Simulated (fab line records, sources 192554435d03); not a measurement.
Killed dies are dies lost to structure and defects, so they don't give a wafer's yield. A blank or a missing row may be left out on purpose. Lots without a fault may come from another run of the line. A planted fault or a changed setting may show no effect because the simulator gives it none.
Chamber matching | flow n5_finfet | N5_FIN_CUT_DESCUM_13 on rie_diel-04: 4 sister chambers
The step chemistry O2, time 7 s. 8 wafers are shown with their chamber, then 9 later ones without.

WAFERS WITH THEIR CHAMBER
wafer  | chamber | drypump_motor_current_A (A) | showerhead_plenum_p_Torr (Torr)
L075.3 | 0       | 5.4                         | 2.19
L084.5 | 2       | 6.5                         | 2.08
L084.6 | 3       | 6.7                         | 2.05
L086.1 | 3       | 6.8                         | 2.05
L086.5 | 1       | 4.7                         | 2.19
L087.3 | 2       | 6.5                         | 2.08
L087.4 | 0       | 5.4                         | 2.18
L087.6 | 1       | 4.7                         | 2.19

WAFERS WITHOUT THEIR CHAMBER
wafer  | drypump_motor_current_A (A) | showerhead_plenum_p_Torr (Torr)
L090.1 | 4.7                         | 2.19
L090.3 | 5.4                         | 2.18
L090.5 | 4.7                         | 2.19
L091.1 | 5.4                         | 2.18
L091.2 | 6.8                         | 2.05
L091.3 | 4.7                         | 2.19
L094.1 | 6.5                         | 2.07
L094.4 | 6.8                         | 2.05
L094.6 | 5.4                         | 2.17

WHICH CHAMBER EACH WENT THROUGH
wafer  | from the rows above | in truth
L090.1 | 1                   | 1
L090.3 | 0                   | 0
L090.5 | 1                   | 1
L091.1 | 0                   | 0
L091.2 | 3                   | 3
L091.3 | 1                   | 1
L094.1 | 2                   | 2
L094.4 | 3                   | 3
L094.6 | 0                   | 0
Placed correctly: 9 of 9. Can't be placed from these rows: 0. Placed wrongly: 0.
How it was worked out, from the rows above alone: a wafer's distance from a chamber is the root of the sum, over the readings, of the square of ((its reading less the chamber's mean) divided by the reading's scatter). The wafer belongs to the nearest chamber; if the next one is less than 2 further off, it can't be placed. A chamber's mean is the mean of its shown wafers. The scatter: the root of (the sum of the squares of (reading less its chamber's mean) over the shown wafers, divided by (wafers less chambers)).
